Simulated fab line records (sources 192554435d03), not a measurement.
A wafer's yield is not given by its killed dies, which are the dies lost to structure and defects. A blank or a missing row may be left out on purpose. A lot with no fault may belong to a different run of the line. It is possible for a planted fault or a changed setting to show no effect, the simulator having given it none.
fab line records ; flow n5-finfet
record: lots: 6; wafers: 17; last-day: 17
route steps=1938 shown BEOL_M11@1576 PASSIVATION@1936
lots that met no fault: taken from a fault-free run of the same line
start-h: start of the lot's first displayed wafer, in hours after the record's first day ; wait-h: hours since the lot's step before ; " unchanged from the row above ; L1.1+2: several wafers, shown together as one row ; - no value present, or no start provided ; * or withheld: withheld ; < > ~ a bound
route shown NAME@n: a module of which the file shows steps, and the number in the route of the first ; usual: mean/standard deviation of fault-free wafers ; same: alike in all rows ; chamber/n: place in a boat ; sites: per-site readings ; _std_site: how widely they spread, as a standard deviation ; _edge_site: mean of outer sites minus mean of inner sites ; radius-mm: for every site, how far away it sits from the centre of the wafer ; mask NAME#n: copy n ; behind: the most recent tool/chamber to have shaped the wafer ; hold: cause of the lot's hold/its duration in hours/its outcome ; device: the n, p or np transistor that did not switch ; end of line: the same wafers' tests at the end of the route ; a step given without rows: its recipe and nothing more ; killed: dies that structure and defects cost at the first sort, which is not the same as the wafer's yield ; map: per-die view of a wafer (x killed, . not killed, _ where there is no die)
set.NAME: the run value of the setting; set.NAME@STEP: its run value at that earlier step ; model.NAME: the simulator's own value behind a step, which no gauge read
a table for each step, a row for each wafer; lots at some steps of the route
services: when a tool's chamber went out of use (start-h, in hours from the record's first day, below 0 if earlier), for how many hours, and the reason
== steps ==
step: N5_BEOL_M11_STRIP_73
recipe: chemistry: C4F6/O2; resist: SiARC; rf-frequency-hz: 6e+07
step: N5_BEOL_M11_STRIP_36
recipe: chemistry: N2/H2; power-w: 450; temp-c: 40; pressure-mtorr: 20; rf-frequency-hz: 6e+07; overash-fraction: 0.3; bias-power-w: 7; h2-frac: 0.5; n2-flow-sccm: 200; h2-flow-sccm: 200
step: N5_BEOL_M11_TRENCH_ETCH_37
recipe: chemistry: C4F6/O2; target-depth-a: 1488.3; target: SiCOH_lowk; time-s: 48; ion-energy-ev: 250; pressure-mtorr: 30; source-w: 345; bias-w: 185; Ar_flow_sccm: 300; C4F6_flow_sccm: 10; O2_flow_sccm: 10
usual: drypump-motor-current-A: 5.5/0.35; oes_o_777_au: 0.81/0.1; oes-product-au: 0.81/0.11; rf-vpp-V: 669/12; showerhead-plenum-p-Torr: 2.88/0.075; throttle-valve-pct: 20.97/0.29
same: time-s: 48
lot.wafer;tool;chamber;start-h;wait-h;drypump-motor-current-A;oes_o_777_au;oes-product-au;rf-hours-counter-h;rf-vpp-V;showerhead-plenum-p-Torr;throttle-valve-pct
L783.1;rie-diel-02;0;-;-;5.9;0.80;0.84;61;676;2.88;20.83
L783.4;rie-diel-02;2;-;-;5.6;0.85;0.94;-;688;2.88;20.43
L783.6;rie-diel-02;0;-;-;5.9;0.80;0.83;-;677;2.88;20.82
L786.1;rie-diel-02;2;-;-;5.6;0.85;0.94;12;688;2.88;20.45
L786.4;rie-diel-02;2;-;-;5.6;0.85;0.94;-;689;2.88;20.44
L786.5;rie-diel-02;1;-;-;5.9;0.71;0.69;-;656;2.85;21.01
L787.1;rie-diel-06;3;-;-;4.9;0.69;0.70;241;648;2.74;21.72
L787.4;rie-diel-06;1;-;-;6.0;0.69;0.70;236;663;2.92;21.23
L787.5;rie-diel-06;2;-;-;5.1;0.93;0.86;-;657;2.86;20.77
L800.2;rie-diel-02;0;-;-;5.9;0.76;0.80;91;676;2.86;20.86
L800.5;rie-diel-02;0;-;-;5.8;0.76;0.80;-;674;2.86;20.87
L800.6;rie-diel-02;1;-;-;5.9;0.96;0.95;-;658;2.84;20.66
L803.1;rie-diel-06;0;-;-;5.4;0.74;0.71;217;680;2.94;20.99
L803.2;rie-diel-06;2;-;-;5.1;0.88;0.81;120;658;2.84;20.84
L803.3;rie-diel-06;3;-;-;4.9;0.94;0.94;22;657;3.07;21.43
L804.3;rie-diel-06;2;-;-;5.0;0.87;0.81;124;655;2.84;20.85
L804.6;rie-diel-06;3;-;-;4.9;0.92;0.93;-;658;3.06;21.43
step: N5_BEOL_M11_ETCH_41
recipe: chemistry: CH3F/O2; target: SiCN; target-depth-a: 426; taper-deg: 2; time-s: 86; ion-energy-ev: 120; mask-material: TiN; pressure-mtorr: 30; source-w: 395; bias-w: 75; Ar_flow_sccm: 150; CH3F_flow_sccm: 30; O2_flow_sccm: 20
usual: drypump-motor-current-A: 5.5/0.35; oes-product-au: 0.81/0.1; rf-vpp-V: 297.8/1.4; showerhead-plenum-p-Torr: 2.03/0.053; throttle-valve-pct: 16.36/0.28
same: time-s: 86
lot.wafer;tool;chamber;start-h;wait-h;drypump-motor-current-A;oes-product-au;rf-hours-counter-h;rf-vpp-V;showerhead-plenum-p-Torr;throttle-valve-pct
L783.1;rie-diel-02;0;-;-;5.8;0.84;61;297.6;2.03;16.24
L783.4;rie-diel-02;2;-;-;5.7;0.94;-;299.2;2.02;15.83
L783.6;rie-diel-02;0;-;-;5.8;0.84;-;297.2;2.03;16.21
L786.1;rie-diel-02;2;-;-;5.7;0.94;12;298.1;2.02;15.82
L786.4;rie-diel-02;2;-;-;5.6;0.94;-;298.3;2.02;15.82
L786.5;rie-diel-02;1;-;-;5.9;0.70;-;296.7;2.00;16.39
L787.1;rie-diel-06;3;-;-;4.9;0.69;241;294.7;1.91;17.05
L787.4;rie-diel-06;1;-;-;5.9;0.69;236;298.8;2.05;16.62
L787.5;rie-diel-06;2;-;-;5.0;0.85;-;298.5;2.02;16.20
L800.2;rie-diel-02;1;-;-;5.9;0.95;3;297.7;1.99;15.95
L800.5;rie-diel-02;1;-;-;5.9;0.96;-;296.9;1.99;15.95
L800.6;rie-diel-02;2;-;-;5.6;0.89;-;298.3;2.01;15.89
L803.1;rie-diel-06;0;-;-;5.3;0.71;217;299.2;2.07;16.38
L803.2;rie-diel-06;2;-;-;5.0;0.81;121;298.7;2.00;16.28
L803.3;rie-diel-06;3;-;-;4.9;0.95;22;299.6;2.16;16.62
L804.3;rie-diel-06;2;-;-;5.0;0.81;124;296.9;2.00;16.29
L804.6;rie-diel-06;3;-;-;4.9;0.94;-;300.2;2.15;16.63
step: N5_BEOL_M11_STRIP_77
recipe: chemistry: N2/H2; time-s: 10; power-w: 450; temp-c: 40; pressure-mtorr: 20; rf-frequency-hz: 6e+07; bias-power-w: 7; n2-flow-sccm: 200; h2-flow-sccm: 200
usual: drypump-motor-current-A: 5.5/0.35; n2-flow-sccm: 200.1/0.57; oes-product-au: 0.81/0.11; rf-vpp-V: 59.2/0.76; showerhead-plenum-p-Torr: 2.56/0.064; throttle-valve-pct: 23.6/0.37
same: time-s: 10
lot.wafer;tool;chamber;start-h;wait-h;drypump-motor-current-A;n2-flow-sccm;oes-product-au;rf-hours-counter-h;rf-vpp-V;showerhead-plenum-p-Torr;throttle-valve-pct
L783.1;rie-diel-02;0;-;-;5.8;199.5;0.85;61;61.0;2.55;23.0
L783.4;rie-diel-02;2;-;-;5.7;200.7;0.97;-;58.7;2.57;23.0
L783.6;rie-diel-02;0;-;-;5.8;199.7;0.86;-;58.7;2.55;23.0
L786.1;rie-diel-02;2;-;-;5.6;199.3;0.96;12;58.4;2.57;23.0
L786.4;rie-diel-02;2;-;-;5.6;199.8;0.94;-;60.7;2.57;23.0
L786.5;rie-diel-02;1;-;-;5.9;199.7;0.70;-;58.5;2.50;23.4
L787.1;rie-diel-06;3;-;-;4.9;200.4;0.68;241;58.0;2.38;23.8
L787.4;rie-diel-06;1;-;-;6.0;200.6;0.69;236;57.6;2.62;24.1
L787.5;rie-diel-06;2;-;-;5.1;200.0;0.84;-;58.5;2.56;23.4
L800.2;rie-diel-02;2;-;-;5.6;200.1;0.90;40;58.7;2.55;23.0
L800.5;rie-diel-02;2;-;-;5.7;199.4;0.90;-;60.5;2.55;23.0
L800.6;rie-diel-02;0;-;-;5.8;201.0;0.81;-;58.7;2.54;23.1
L803.1;rie-diel-06;0;-;-;5.4;199.9;0.70;217;58.9;2.63;24.0
L803.2;rie-diel-06;2;-;-;5.0;200.9;0.80;121;59.9;2.54;23.5
L803.3;rie-diel-06;3;-;-;4.9;198.8;0.94;22;58.8;2.68;23.5
L804.3;rie-diel-06;2;-;-;5.0;200.3;0.79;124;58.5;2.54;23.5
L804.6;rie-diel-06;3;-;-;4.9;200.4;0.93;-;59.2;2.68;23.5
step: N5_BEOL_M11_OCD_MEAS_38
usual: trench-depth-nm: 150/3.5
lot.wafer;tool;chamber;start-h;wait-h;trench-depth-nm
L783.1;ocd-01;-;238.71;-;145
L783.4;ocd-01;-;238.71;-;148
L783.6;ocd-01;-;238.71;-;145
L786.1;ocd-01;-;245.52;-;150
L786.4;ocd-01;-;245.52;-;150
L786.5;ocd-01;-;245.52;-;145
L787.1;ocd-01;-;251.22;-;152
L787.4;ocd-01;-;251.22;-;154
L787.5;ocd-01;-;251.22;-;154
L800.2;ocd-01;-;330.81;-;147
L800.5;ocd-01;-;330.81;-;144
L800.6;ocd-01;-;330.81;-;148
L803.1;ocd-01;-;361.23;-;152
L803.2;ocd-01;-;361.23;-;151
L803.3;ocd-01;-;361.23;-;153
L804.3;ocd-01;-;374.36;-;153
L804.6;ocd-01;-;374.36;-;154
step: N5_BEOL_M11_HM_STRIP_39
recipe: chemistry: peroxide-tin-strip; material: TiN; target-depth-a: 250; temp-c: 50; time-s: 158
step: N5_BEOL_M11_SRD_40
recipe: time-s: 30; temp-c: 23; rinse-liquid: diw; dry: ipa-marangoni
step: N5_BEOL_M11_PRECLEAN_42
recipe: chemistry: residue-remover; time-s: 60; temp-c: 40
step: N5_BEOL_M11_SRD_43
recipe: time-s: 30; temp-c: 23; rinse-liquid: diw; dry: ipa-marangoni
step: N5_BEOL_M11_CD_MEAS_35
recipe: target-cd-nm: 70; polarity: opening
usual: cd-nm: 70.0/0.66
lot.wafer;tool;chamber;start-h;wait-h;cd-nm
L783.1;cd-sem-02;-;238.86;0.0;69.8
L783.4;cd-sem-02;-;238.86;0.0;70.1
L783.6;cd-sem-02;-;238.86;0.0;68.9
L786.1;cd-sem-03;-;245.68;0.0;70.3
L786.4;cd-sem-03;-;245.68;0.0;70.3
L786.5;cd-sem-03;-;245.68;0.0;69.4
L787.1;cd-sem-02;-;251.37;0.0;69.3
L787.4;cd-sem-02;-;251.37;0.0;71.4
L787.5;cd-sem-02;-;251.37;0.0;69.9
L800.2;cd-sem-02;-;330.96;0.0;70.1
L800.5;cd-sem-02;-;330.96;0.0;70.1
L800.6;cd-sem-02;-;330.96;0.0;69.7
L803.1;cd-sem-03;-;361.38;0.0;69.3
L803.2;cd-sem-03;-;361.38;0.0;70.9
L803.3;cd-sem-03;-;361.38;0.0;71.1
L804.3;cd-sem-03;-;374.52;0.0;69.0
L804.6;cd-sem-03;-;374.52;0.0;69.1
step: N5_BEOL_M11_CURE_72
recipe: temp-c: 370; time-s: 120; ambient: DMADMS/He; material: SiCOH_lowk
usual: lamp-power-pct: 52.31/0.048; wafer_temp_C_max: 371.8/0.71
same: time-s: 120
lot.wafer;tool;chamber;start-h;wait-h;lamp-power-pct;wafer_temp_C_max
L783.1;uv-cure-02;1;238.90;0.0;52.25;371.2
L783.4;uv-cure-02;1;238.90;0.0;52.22;371.3
L783.6;uv-cure-02;1;238.90;0.0;52.29;371.3
L786.1;uv-cure-02;1;245.72;0.0;52.27;372.5
L786.4;uv-cure-02;1;245.72;0.0;52.24;371.4
L786.5;uv-cure-02;1;245.72;0.0;52.32;371.3
L787.1;uv-cure-02;2;251.42;0.0;52.31;371.5
L787.4;uv-cure-02;2;251.42;0.0;52.21;371.4
L787.5;uv-cure-02;2;251.42;0.0;52.33;371.5
L800.2;uv-cure-02;2;331.05;0.1;52.28;372.4
L800.5;uv-cure-02;2;331.05;0.1;52.33;371.8
L800.6;uv-cure-02;2;331.05;0.1;52.26;371.6
L803.1;uv-cure-03;1;361.42;0.0;52.30;372.9
L803.2;uv-cure-03;1;361.42;0.0;52.31;372.2
L803.3;uv-cure-03;1;361.42;0.0;52.41;372.5
L804.3;uv-cure-03;0;374.82;0.3;52.38;372.4
L804.6;uv-cure-03;0;374.82;0.3;52.35;371.3
step: N5_BEOL_M11_DEGAS_44
recipe: ambient: vacuum; temp-c: 250; time-s: 60
usual: heater-power-w: 329/26; susceptor-temp-C: 249.99/0.17
same: time-s: 60
lot.wafer;tool;chamber;start-h;wait-h;heater-power-w;susceptor-temp-C
L783.1;pvd-sputter-01;-;239.40;0.5;320;253.23
L783.4;pvd-sputter-01;-;239.40;0.5;362;253.52
L783.6;pvd-sputter-01;-;239.40;0.5;325;253.04
L786.1;pvd-sputter-01;-;246.12;0.3;367;253.19
L786.4;pvd-sputter-01;-;246.12;0.3;328;253.36
L786.5;pvd-sputter-01;-;246.12;0.3;321;253.28
L787.1;pvd-sputter-02;-;251.81;0.3;366;249.88
L787.4;pvd-sputter-02;-;251.81;0.3;283;249.83
L787.5;pvd-sputter-02;-;251.81;0.3;289;249.98
L800.2;pvd-sputter-01;-;331.37;0.3;357;249.96
L800.5;pvd-sputter-01;-;331.37;0.3;310;249.70
L800.6;pvd-sputter-01;-;331.37;0.3;305;249.90
L803.1;pvd-sputter-02;-;361.99;0.5;281;250.35
L803.2;pvd-sputter-02;-;361.99;0.5;366;249.98
L803.3;pvd-sputter-02;-;361.99;0.5;301;250.16
L804.3;pvd-sputter-02;-;376.11;1.2;337;249.97
L804.6;pvd-sputter-02;-;376.11;1.2;369;250.17
step: N5_BEOL_M11_PRE_CLEAN_45
recipe: gas: H2/He; time-s: 30; temp-c: 250
usual: heater-power-w: 329/26
same: time-s: 30
lot.wafer;tool;chamber;start-h;wait-h;heater-power-w
L783.1;pvd-sputter-01;-;239.44;0.0;308
L783.4;pvd-sputter-01;-;239.44;0.0;370
L783.6;pvd-sputter-01;-;239.44;0.0;317
L786.1;pvd-sputter-01;-;246.16;0.0;356
L786.4;pvd-sputter-01;-;246.16;0.0;310
L786.5;pvd-sputter-01;-;246.16;0.0;320
L787.1;pvd-sputter-02;-;251.85;0.0;368
L787.4;pvd-sputter-02;-;251.85;0.0;288
L787.5;pvd-sputter-02;-;251.85;0.0;287
L800.2;pvd-sputter-01;-;331.41;0.0;351
L800.5;pvd-sputter-01;-;331.41;0.0;314
L800.6;pvd-sputter-01;-;331.41;0.0;304
L803.1;pvd-sputter-02;-;362.03;0.0;292
L803.2;pvd-sputter-02;-;362.03;0.0;353
L803.3;pvd-sputter-02;-;362.03;0.0;304
L804.3;pvd-sputter-02;-;376.15;0.0;333
L804.6;pvd-sputter-02;-;376.15;0.0;363
step: N5_PASSIVATION_PROBE_49
usual: defect-limited-yield: 91.3/1.5; killed_at_M0_to_M3: 33/12; killed_at_M4_up: 15/5.2; killed-at-contacts: 12/5.1; killed-at-front-end: 39/11; killed-at-other: 5/3.6; killed-dies: 103/18; killed-open: 67/13; killed-short: 33/7.8; sort_bin_5_function: 5.1/0.96; sort_bin_6_memory: 3.2/0.71; sort-n-pass: 1077/18; sort-yield-pct: 91.3/1.5
same: gross-dies: 1180; killed-at-back-side: 0; sort_bin_4_leakage[%]: 0; sort_bin_8_speed[%]: 0
lot.wafer;tool;chamber;start-h;wait-h;defect-limited-yield[%];killed_at_M0_to_M3;killed_at_M4_up;killed-at-contacts;killed-at-front-end;killed-at-other;killed-dies;killed-open;killed-short;sort_bin_5_function[%];sort_bin_6_memory[%];sort-n-pass;sort-yield-pct[%]
L783.1;prober-01;-;278.69;0.0;94.5;13;17;10;21;4;65;40;24;4.0;1.3;1115;94.5
L783.4;prober-01;-;278.84;0.2;92.0;30;18;15;29;2;94;64;28;4.4;3.5;1086;92.0
L783.6;prober-01;-;278.94;0.3;90.6;22;27;18;43;1;111;71;24;5.2;3.0;1069;90.6
L787.1;prober-02;-;297.85;0.0;88.6;60;19;7;34;14;134;87;47;6.6;4.4;1046;88.6
L787.4;prober-02;-;298.00;0.2;90.8;32;8;17;42;10;109;62;37;5.3;3.3;1071;90.8
L787.5;prober-02;-;298.05;0.2;91.9;31;11;14;29;11;96;69;26;4.9;3.1;1084;91.9
L800.2;prober-01;-;379.22;0.1;91.9;28;13;21;28;6;96;60;35;5.1;3.1;1084;91.9
L800.5;prober-01;-;379.37;0.2;90.8;44;6;17;32;9;108;70;38;5.5;3.1;1072;90.8
L800.6;prober-01;-;379.42;0.3;92.3;32;6;18;33;2;91;69;22;4.1;3.3;1089;92.3
killed by level:class
L783.1 MOL_CONTACT_COAG:geometric-particle:open=7 BEOL_M5:geometric-particle:open=7 BEOL_M2:geometric-particle:open=6 BEOL_M4:geometric-particle:open=4 STARTING-WAFER:geometric-particle:open=4 MOL_CONTACT_COAG:geometric-particle:short=3 BEOL_M0_SAQP:geometric-particle:short=3 BEOL_M4:geometric-particle:short=3
L783.4 MOL_CONTACT_COAG:geometric-particle:open=11 BEOL_M2:geometric-particle:open=8 FIN_SAQP:geometric-particle:short=7 BEOL_M0_SAQP:geometric-particle:open=7 BEOL_M4:geometric-particle:open=7 BEOL_M1:geometric-particle:open=6 FIN_SAQP:geometric-particle:open=5 BEOL_M0_SAQP:geometric-particle:short=5
L783.6 HKMG_FIN:area-etch=14 MOL_CONTACT_COAG:geometric-particle:open=12 BEOL_M4:geometric-particle:open=10 FIN_SAQP:geometric-particle:open=8 BEOL_M5:geometric-particle:open=7 MOL_CONTACT_COAG:geometric-particle:short=6 BEOL_M2:geometric-particle:open=6 GATE_CUT:geometric-particle:open=4
L787.1 BEOL_M0_SAQP:geometric-particle:short=12 BEOL_M2:geometric-particle:open=11 BEOL_M1:geometric-particle:open=10 STI_FIN_REVEAL:geometric-particle:open=8 BEOL_M3:geometric-particle:open=8 BEOL_M4:geometric-particle:open=7 FIN_SAQP:geometric-particle:open=6 PASS1_CAP:geometric-particle:short=6
L787.4 MOL_CONTACT_COAG:geometric-particle:open=13 BEOL_M2:geometric-particle:open=10 FIN_SAQP:geometric-particle:short=9 HKMG_FIN:area-etch=8 BEOL_M1:geometric-particle:short=6 ILD0:geometric-particle:open=5 BEOL_M1:geometric-particle:open=5 ILD0:geometric-particle:short=4
L787.5 MOL_CONTACT_COAG:geometric-particle:open=10 BEOL_M2:geometric-particle:open=8 FIN_SAQP:geometric-particle:open=6 FIN_SAQP:geometric-particle:short=6 BEOL_M1:geometric-particle:open=6 BEOL_M3:geometric-particle:open=6 STI_FIN_REVEAL:geometric-particle:open=5 BEOL_M4:geometric-particle:open=5
L800.2 MOL_CONTACT_COAG:geometric-particle:open=16 BEOL_M0_SAQP:geometric-particle:short=10 BEOL_M0_SAQP:geometric-particle:open=9 STI_FIN_REVEAL:geometric-particle:open=7 GATE_CUT:geometric-particle:short=6 MOL_CONTACT_COAG:geometric-particle:short=5 BEOL_M2:geometric-particle:open=4 BEOL_M4:geometric-particle:open=4
L800.5 MOL_CONTACT_COAG:geometric-particle:open=11 BEOL_M2:geometric-particle:open=10 STI_FIN_REVEAL:geometric-particle:open=8 BEOL_M0_SAQP:geometric-particle:open=8 BEOL_M1:geometric-particle:open=8 MOL_CONTACT_COAG:geometric-particle:short=6 FIN_SAQP:geometric-particle:open=5 BEOL_M2:geometric-particle:short=5
L800.6 MOL_CONTACT_COAG:geometric-particle:open=16 BEOL_M2:geometric-particle:open=12 GATE_CUT:geometric-particle:open=7 BEOL_M1:geometric-particle:open=7 BEOL_M0_SAQP:geometric-particle:short=6 GATE_CUT:geometric-particle:short=5 STI_FIN_REVEAL:geometric-particle:open=4 DUMMY_GATE:geometric-particle:open=4
== services ==
tool;chamber;start-h;hours;kind
uv-cure-02;-;220.88;7.5;pm
uv-cure-03;-;221.77;2.8;pm
uv-cure-03;-;225.99;0.6;repair
uv-cure-02;-;228.57;1.0;pm
rie-diel-02;3;236.85;-;clean
rie-diel-02;3;236.85;-;consumable-replace:focus-ring
rie-diel-02;3;236.85;19.3;scheduled-down
rie-diel-02;3;236.85;19.3;vent-cycle
uv-cure-03;-;242.40;13.2;repair
rie-diel-02;3;266.56;10.3;repair
rie-diel-06;3;276.06;-;clean
pvd-sputter-01;-;301.73;2.1;repair
rie-diel-02;1;304.80;-;clean
rie-diel-02;1;304.80;-;consumable-replace:focus-ring
rie-diel-02;1;304.80;19.5;scheduled-down
rie-diel-02;1;304.80;19.5;vent-cycle
pvd-sputter-01;-;310.66;1.0;repair
rie-diel-02;3;320.24;22.2;repair
pvd-sputter-01;-;328.15;1.8;repair
uv-cure-02;-;342.30;1.1;repair
uv-cure-02;-;346.20;2.1;pm
rie-diel-06;2;352.76;1.7;repair
rie-diel-02;1;356.52;10.3;repair
uv-cure-02;-;373.51;5.3;repair
== key ==
first-sign: step: N5_BEOL_M11_DEGAS_44; reading: susceptor-temp-C; direction: up; sigmas: 19; usual: *; struck: *
effect none on later readings
met-at N5_BEOL_M11_DEGAS_44
struck-wafers L783.1,L783.4,L783.6,L786.1,L786.4,L786.5
baseline-loss: step: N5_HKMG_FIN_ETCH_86; wafers: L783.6
fault: kind: process-parameter-drift; tool: pvd-sputter-01; chamber: -; onset-h: 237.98; steps: N5_BEOL_M11_DEGAS_44; channel: temp-c; offset: *; shape: step; end-h: 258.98; acts-in: *; stated: *
baseline-loss: these wafers lose ten dies or more at that step, a loss of the line's own and not of a fault; the sort's usual values leave them out
